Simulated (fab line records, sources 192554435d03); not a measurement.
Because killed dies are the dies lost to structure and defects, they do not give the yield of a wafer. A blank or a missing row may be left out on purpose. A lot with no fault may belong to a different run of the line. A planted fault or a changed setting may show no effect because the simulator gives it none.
2 desks looking at one fault | flow n5_finfet | each desk has only its own numbers; what lay behind them comes last

TOOL OWNER'S DESK, rie_diel-04
The tool's own readings at N5_BEOL_M11_TRENCH_ETCH_37 (etches SiCOH lowk in C4F6/O2, target depth 148.83 nm, time 48 s): means of the sampled wafers that have a number, for each lot that ran on this tool. If a lot's mean is further than 4 standard deviations from the usual mean, the lot is out of limits and carries the mark OUT (the distance appears in the brackets).
Columns: A = drypump_motor_current_A at N5_BEOL_M11_TRENCH_ETCH_37, usual 5.8 A; B = oes_f_703_au at N5_BEOL_M11_TRENCH_ETCH_37, usual 0.81 a.u.; C = oes_product_au at N5_BEOL_M11_TRENCH_ETCH_37, usual 0.82 a.u.; D = rf_vpp_V at N5_BEOL_M11_TRENCH_ETCH_37, usual 673 V; E = run_length_s at N5_BEOL_M11_TRENCH_ETCH_37, usual 71.4 s; F = showerhead_plenum_p_Torr at N5_BEOL_M11_TRENCH_ETCH_37, usual 2.84 Torr; G = throttle_valve_pct at N5_BEOL_M11_TRENCH_ETCH_37, usual 20.96 %
lot  | first seen here | A   | B    | C    | D   | E               | F    | G
L767 | day 10 18:40    | 6.0 | 0.81 | 0.84 | 681 | 71.6            | 2.85 | 21.20
L769 | day 11 01:30    | 6.0 | 0.82 | 0.85 | 683 | 71.5            | 2.91 | 21.15
L777 | day 13 14:16    | 6.0 | 0.78 | 0.81 | 680 | 74.0 (+5.7) OUT | 2.84 | 21.23
L780 | day 14 22:15    | 6.0 | 0.78 | 0.80 | 680 | 76.3 (+11) OUT  | 2.84 | 21.24
Finding of this desk: L777, L780 out of limits; the first was L777 at day 13 14:16, on run_length_s at N5_BEOL_M11_TRENCH_ETCH_37. Within limits: L767, L769.

THE METROLOGY DESK
Means of the sampled wafers that have a number, per lot and without regard to the tool the lot ran on: this is what the gauges read. If a lot's mean is further than 4 standard deviations from the usual mean, the lot is out of limits and carries the mark OUT (the distance appears in the brackets). Of its 27 readings 7 are shown: the one that was out of limits first, and those that lie furthest out on some lot.
Columns: A = trench_depth_nm at N5_BEOL_M11_OCD_MEAS_38, usual 149.4 nm; B = M11_THK at N5_BEOL_M11_THK_MEAS_53, usual 140 nm; C = M11_RS at N5_BEOL_M11_RS_MEAS_57, usual 0.151 ohm/sq; D = COMB_M10 at N5_BEOL_M15_RC_MEAS_101, usual 1.4e-11 S/m; E = COMB_M12 at N5_BEOL_M15_RC_MEAS_101, usual 6.1e-12 S/m; F = SERP_M11 at N5_BEOL_M15_RC_MEAS_101, usual 3.06 ohm/um; G = SERP_M11_max_site at N5_BEOL_M15_RC_MEAS_101, usual 3.16 ohm/um
lot  | first seen here | A                | B              | C                | D       | E       | F    | G
L767 | day 10 18:50    | 148.8            | 136            | 0.152            | 1.7e-11 | 6.6e-12 | 3.03 | 3.10
L769 | day 11 01:41    | 148.9            | 140            | 0.150            | 1.4e-11 | 7.6e-12 | 3.06 | 3.13
L777 | day 13 14:26    | 156.4            | 145            | 0.145            | 1.6e-11 | 5.1e-12 | 2.96 | 3.07
L780 | day 14 22:26    | 165.3 (+5.5) OUT | 155 (+4.8) OUT | 0.135 (-4.8) OUT | 2.1e-11 | 6.3e-12 | 2.79 | 2.85
L783 | day 14 22:48    | 153.7            | 145            | 0.146            | 1.2e-11 | 8.3e-12 | 2.98 | 3.05
L781 | day 14 23:41    | 146.7            | 138            | 0.155            | 1.4e-11 | 5.2e-12 | 3.16 | 3.24
L787 | day 16 04:07    | 150.6            | 139            | 0.150            | 1.3e-11 | 5.9e-12 | 3.02 | 3.13
Finding of this desk: L780 out of limits; the first was L780 at day 14 22:26, on trench_depth_nm at N5_BEOL_M11_OCD_MEAS_38. Within limits: L767, L769, L777, L783, L781, L787.

PUT TOGETHER
On L777, L780, at day 13 14:16, an alarm was possible from the tool owner's desk.
The metrology desk could have raised an alarm at day 14 22:26, on L780.
The metrology desk has L777 on record, within its limits.
All the named lots went through N5_BEOL_M11_TRENCH_ETCH_37 on rie_diel-04.

WHAT HAD BEEN PUT IN BY THE SIMULATOR
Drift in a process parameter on rie_diel-04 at N5_BEOL_M11_TRENCH_ETCH_37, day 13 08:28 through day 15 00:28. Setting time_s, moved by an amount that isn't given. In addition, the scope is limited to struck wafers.
Struck lots among those shown: L777, L780.
Delay (hours) between the fault's onset and each desk's first out-of-limits reading: 6 at the tool owner's desk, 38 at the metrology desk.
